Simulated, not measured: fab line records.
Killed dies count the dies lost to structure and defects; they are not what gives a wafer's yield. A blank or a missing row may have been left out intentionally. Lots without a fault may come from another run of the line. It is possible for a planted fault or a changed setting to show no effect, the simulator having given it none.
Which tool is to blame? + flow nandHarc + 13 lots with 38 wafers sampled at 5 steps, on a route of 1159 steps

== WHAT THE GAUGES SHOWED, per wafer ==
NHARC_P_M1_INSPECT_27. Usual: rawDefectCount reads 302 (standard deviation 90).
| lot  | measured     | on               | rawDefectCount | flag |
|------|--------------|------------------|----------------|------|
| L258 | day 6 12:38  | defectInspect-02 | 270 400 319    |      |
| L260 | day 6 20:54  | defectInspect-02 | 326 242 267    |      |
| L261 | day 7 02:47  | defectInspect-01 | 349 225 289    |      |
| L262 | day 7 03:29  | defectInspect-02 | 228 292 450    |      |
| L264 | day 7 17:24  | defectInspect-02 | 499 379 489    |      |
| L263 | day 7 18:40  | defectInspect-01 | 228 294 211    |      |
| L265 | day 8 09:32  | defectInspect-02 | 175 206 128    |      |
| L268 | day 8 16:22  | defectInspect-02 | 204 370 329    |      |
| L275 | day 10 11:23 | defectInspect-01 | 379 267 277    |      |
| L276 | day 10 15:35 | defectInspect-01 | 371 363 196    |      |
| L277 | day 10 23:02 | defectInspect-02 | 354 256        |      |
| L279 | day 11 14:44 | defectInspect-02 | 448 340 255    |      |
| L280 | day 11 15:03 | defectInspect-02 | 304 445 225    |      |

NHARC_END_SORT_01. Usual: defectLimitedYield 95.3 %, standard deviation 1.7; killedAtArray 28, standard deviation 11; killedAtOther 0.8, standard deviation 1.1; killedAtPeriphery 3.3, standard deviation 2.8; killedDies 32, standard deviation 11; killedOpen 3.3, standard deviation 1.9; killedShort 1.9, standard deviation 1.4; sort_bin_2_pct 1.4 %, standard deviation 0.68; sort_bin_3_pct 0.25 %, standard deviation 0.24; sort_bin_4_pct 3.0 %, standard deviation 1.1; sortNPass 645, standard deviation 11; sortRimYieldPct 95.3 %, standard deviation 2.5; sortYieldPct 95.3 %, standard deviation 1.7.
| lot  | measured     | on        | defectLimitedYield (%) | killedAtArray | killedAtOther | killedAtPeriphery | killedDies | killedOpen | killedShort | sort_bin_2_pct (%) | sort_bin_3_pct (%) | sort_bin_4_pct (%) | sortNPass   | sortRimYieldPct (%) | sortYieldPct (%) | flag |
|------|--------------|-----------|------------------------|---------------|---------------|-------------------|------------|------------|-------------|--------------------|--------------------|--------------------|-------------|---------------------|------------------|------|
| L260 | day 20 02:50 | prober-01 | 94.5 95.7 94.8         | 27 19 23      | 0 1 0         | 10 9 12           | 37 29 35   | 1 3 1      | 2 0 3       | 1.6 1.3 1.6        | 0.15 0.15 0.30     | 3.7 2.8 3.2        | 640 648 642 | 94.3 96.2 95.3      | 94.5 95.7 94.8   |      |
| L261 | day 20 12:46 | prober-01 | 94.8 96.5 96.8         | 34 21 19      | 0 0 0         | 1 3 3             | 35 24 22   | 3 2 4      | 3 2 1       | 2.2 0.7 1.0        | 0.30 0.30 0        | 2.7 2.5 2.2        | 642 653 655 | 94.3 100.0 98.1     | 94.8 96.5 96.8   |      |
| L264 | day 20 20:59 | prober-01 | 97.8 98.5 97.9         | 12 6 12       | 0 1 2         | 3 3 0             | 15 10 14   | 3 4 2      | 2 1 1       | 0.7 0.3 0.9        | 0.15 0 0.15        | 1.3 1.2 1.0        | 662 667 663 | 98.1 98.1 98.1      | 97.8 98.5 97.9   |      |
| L268 | day 22 06:13 | prober-01 | 95.4 95.4 95.0         | 27 30 31      | 1 0 0         | 3 1 3             | 31 31 34   | 6 2 5      | 3 7 1       | 1.6 1.3 1.3        | 0.15 0.15 0.44     | 2.8 3.1 3.2        | 646 646 643 | 95.3 93.4 92.5      | 95.4 95.4 95.0   |      |
| L279 | day 24 16:46 | prober-01 | 96.5 96.2 95.1         | 21 23 29      | 0 0 0         | 3 3 4             | 24 26 33   | 3 1 4      | 1 2 3       | 1.0 1.2 2.1        | 0 0.15 0.15        | 2.5 2.5 2.7        | 653 651 644 | 97.2 94.3 92.5      | 96.5 96.2 95.1   |      |

== TOOL THAT RAN EACH LOT (tool first, then ch and the chambers of the sampled wafers, then the start) ==
| lot  | NHARC_P_M1_STRIP_18               | NHARC_P_M1_PRE_CLEAN_32         | NHARC_P_M2_SOFTBAKE_04           |
|------|-----------------------------------|---------------------------------|----------------------------------|
| L258 | rieDiel-05 ch 0,1,3, day 6 10:29  | pecvd-04 ch 0,1,2, day 6 12:43  | lithoTrack-01 ch 0, day 6 13:00  |
| L260 | rieDiel-03 ch 1,2,3, day 6 18:47  | pecvd-03 ch 0,1,2, day 6 21:01  | lithoTrack-06 ch 0, day 6 21:00  |
| L261 | rieDiel-05 ch 2,3, day 7 00:31    | pecvd-02 ch 0,2, day 7 02:51    | lithoTrack-06 ch 0, day 7 03:00  |
| L262 | rieDiel-11 ch 1,2, day 7 01:18    | pecvd-04 ch 0,2, day 7 03:33    | lithoTrack-06 ch 0, day 7 04:00  |
| L264 | rieDiel-05 ch 0,2, day 7 15:09    | pecvd-04 ch 1,2, day 7 17:28    | lithoTrack-01 ch 0, day 7 18:00  |
| L263 | rieDiel-11 ch 1,2,3, day 7 16:22  | pecvd-03 ch 0,2, day 7 18:45    | lithoTrack-04 ch 0, day 7 19:00  |
| L265 | rieDiel-05 ch 0,2, day 8 07:07    | pecvd-04 ch 1,2, day 8 09:37    | lithoTrack-01 ch 0, day 8 10:00  |
| L268 | rieDiel-03 ch 0,2,3, day 8 14:07  | pecvd-03 ch 0,2, day 8 16:25    | lithoTrack-04 ch 0, day 8 17:00  |
| L275 | rieDiel-05 ch 0,2,3, day 10 09:13 | pecvd-02 ch 0,1,2, day 10 12:04 | lithoTrack-06 ch 0, day 10 13:00 |
| L276 | rieDiel-05 ch 0,3, day 10 13:19   | pecvd-02 ch 1,2, day 10 15:39   | lithoTrack-06 ch 0, day 10 16:00 |
| L277 | rieDiel-05 ch 1,2, day 10 20:51   | pecvd-04 ch 0,1, day 10 23:08   | lithoTrack-06 ch 0, day 11 00:00 |
| L279 | rieDiel-05 ch 0,1,3, day 11 12:07 | pecvd-03 ch 0,1,2, day 11 14:47 | lithoTrack-01 ch 0, day 11 15:00 |
| L280 | rieDiel-11 ch 0,2,3, day 11 12:37 | pecvd-02 ch 1,2, day 11 15:08   | lithoTrack-04 ch 0, day 11 16:00 |
- NHARC_P_M1_STRIP_18: strips in N2/H2.
- NHARC_P_M1_PRE_CLEAN_32: time 12 s.
- NHARC_P_M2_SOFTBAKE_04: time 55 s.

== WHAT THE TOOLS THEMSELVES READ (means of the sampled wafers that have a number; where no wafer has one, the mark that the record gives instead) ==
NHARC_P_M1_STRIP_18. Usual: drypumpMotorCurrentA 5.6 A (standard deviation 0.41); n2FlowSccm 150.1 sccm (standard deviation 0.45); oesProductAu 1.001 a.u. (standard deviation 0.013); rfFwdPowerW 996.9 W (standard deviation 2.9); rfVppV 90.7 V (standard deviation 1); showerheadPlenumPTorr 2.05 Torr (standard deviation 0.091); throttleValvePct 14.170 % (standard deviation 0.009).
| lot  | tool       | drypumpMotorCurrentA (A) | n2FlowSccm (sccm) | oesProductAu (a.u.) | rfFwdPowerW (W) | rfVppV (V) | showerheadPlenumPTorr (Torr) | throttleValvePct (%) | flag |
|------|------------|--------------------------|-------------------|---------------------|-----------------|------------|------------------------------|----------------------|------|
| L258 | rieDiel-05 | 5.5                      | 150.2             | 0.997               | 996.8           | 91.3       | 2.07                         | 14.166               |      |
| L260 | rieDiel-03 | 5.5                      | 149.9             | 0.993               | 995.5           | 91.1       | 1.99                         | 14.174               |      |
| L261 | rieDiel-05 | 5.9                      | 149.9             | 1.004               | 998.3           | 90.9       | 2.02                         | 14.160               |      |
| L262 | rieDiel-11 | 5.4                      | 150.5             | 1.008               | 997.0           | 91.6       | 2.09                         | 14.175               |      |
| L264 | rieDiel-05 | 6.2                      | 150.0             | 1.002               | 996.7           | 89.8       | 1.99                         | 14.169               |      |
| L263 | rieDiel-11 | 5.4                      | 150.3             | 1.014               | 996.4           | 90.9       | 2.08                         | 14.164               |      |
| L265 | rieDiel-05 | 6.2                      | 150.6             | 1.001               | 1001.1          | 89.8       | 1.99                         | 14.168               |      |
| L268 | rieDiel-03 | 5.9                      | 149.9             | 0.991               | 998.1           | 91.5       | 2.01                         | 14.167               |      |
| L275 | rieDiel-05 | 5.8                      | 149.8             | 1.003               | 997.1           | 90.8       | 2.07                         | 14.171               |      |
| L276 | rieDiel-05 | 5.6                      | 150.2             | 1.011               | 996.3           | 91.0       | 2.12                         | 14.172               |      |
| L277 | rieDiel-05 | 5.9                      | 150.2             | 1.011               | 994.2           | 90.2       | 1.94                         | 14.165               |      |
| L279 | rieDiel-05 | 5.5                      | 149.5             | 0.993               | 998.0           | 91.0       | 2.07                         | 14.167               |      |
| L280 | rieDiel-11 | 5.5                      | 149.8             | 1.008               | 999.4           | 91.8       | 2.11                         | 14.163               |      |

NHARC_P_M1_PRE_CLEAN_32. Usual: heaterPowerW 636 W, standard deviation 76; rfFwdPowerW 292.5 W, standard deviation 1.
| lot  | tool     | heaterPowerW (W) | rfFwdPowerW (W) | flag |
|------|----------|------------------|-----------------|------|
| L258 | pecvd-04 | 660              | 293.2           |      |
| L260 | pecvd-03 | 585              | 292.5           |      |
| L261 | pecvd-02 | 718              | 291.4           |      |
| L262 | pecvd-04 | 667              | 292.8           |      |
| L264 | pecvd-04 | 643              | 292.4           |      |
| L263 | pecvd-03 | 645              | 292.7           |      |
| L265 | pecvd-04 | 650              | 292.0           |      |
| L268 | pecvd-03 | 637              | 292.3           |      |
| L275 | pecvd-02 | 642              | 291.8           |      |
| L276 | pecvd-02 | 674              | 292.4           |      |
| L277 | pecvd-04 | 626              | 292.4           |      |
| L279 | pecvd-03 | 627              | 291.8           |      |
| L280 | pecvd-02 | 682              | 293.6           |      |

NHARC_P_M2_SOFTBAKE_04. Usual: heaterPowerTotalW reads 188.47 W (standard deviation 0.14).
| lot  | tool          | heaterPowerTotalW (W) | flag |
|------|---------------|-----------------------|------|
| L258 | lithoTrack-01 | 188.62                |      |
| L260 | lithoTrack-06 | 188.56                |      |
| L261 | lithoTrack-06 | 188.41                |      |
| L262 | lithoTrack-06 | 188.56                |      |
| L264 | lithoTrack-01 | 188.46                |      |
| L263 | lithoTrack-04 | 188.43                |      |
| L265 | lithoTrack-01 | 188.43                |      |
| L268 | lithoTrack-04 | 188.34                |      |
| L275 | lithoTrack-06 | 233.27                | OFF  |
| L276 | lithoTrack-06 | 233.35                | OFF  |
| L277 | lithoTrack-06 | 255.77                | OFF  |
| L279 | lithoTrack-01 | 188.33                |      |
| L280 | lithoTrack-04 | 188.49                |      |

== THE ANSWER, worked out from the rows above alone ==
Rule: a lot is off if the mean of its wafers that have a number lies more than 3 standard deviations from the usual mean. Also off: a lot with no number at a reading for which 4 or more lots have one. Any other lot the step has rows for is counted as sound. After the gauges, taken in route order, come the tools' own readings; for these a lot's mean is taken, as printed above. At the first step where some lot is off, the reading lying furthest off is the one used; lots without a number count as furthest.
Off, at NHARC_P_M2_SOFTBAKE_04 on heaterPowerTotalW: L275, L276, L277.
A tool fits if, at that step or a process step before it, it ran every lot that is off, and no sound lot after the first of them. One candidate fits, namely lithoTrack-06 at NHARC_P_M2_SOFTBAKE_04. Its last sound lot is L262 (day 7 04:00), its first lot that is off L275 (day 10 13:00): a fault that began between those two fits.
On the lots that are off, the tool's own readings at NHARC_P_M2_SOFTBAKE_04 differ by more than 5 times the standard deviation of the sound lots' means, which bears it out; heaterPowerTotalW reads 240.80 W there versus 188.46 W on the sound lots.

== WHAT WAS PUT IN BY THE SIMULATOR ==
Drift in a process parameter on lithoTrack-06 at NHARC_P_M2_SOFTBAKE_04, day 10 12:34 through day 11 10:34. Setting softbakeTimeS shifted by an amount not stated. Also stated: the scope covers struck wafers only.
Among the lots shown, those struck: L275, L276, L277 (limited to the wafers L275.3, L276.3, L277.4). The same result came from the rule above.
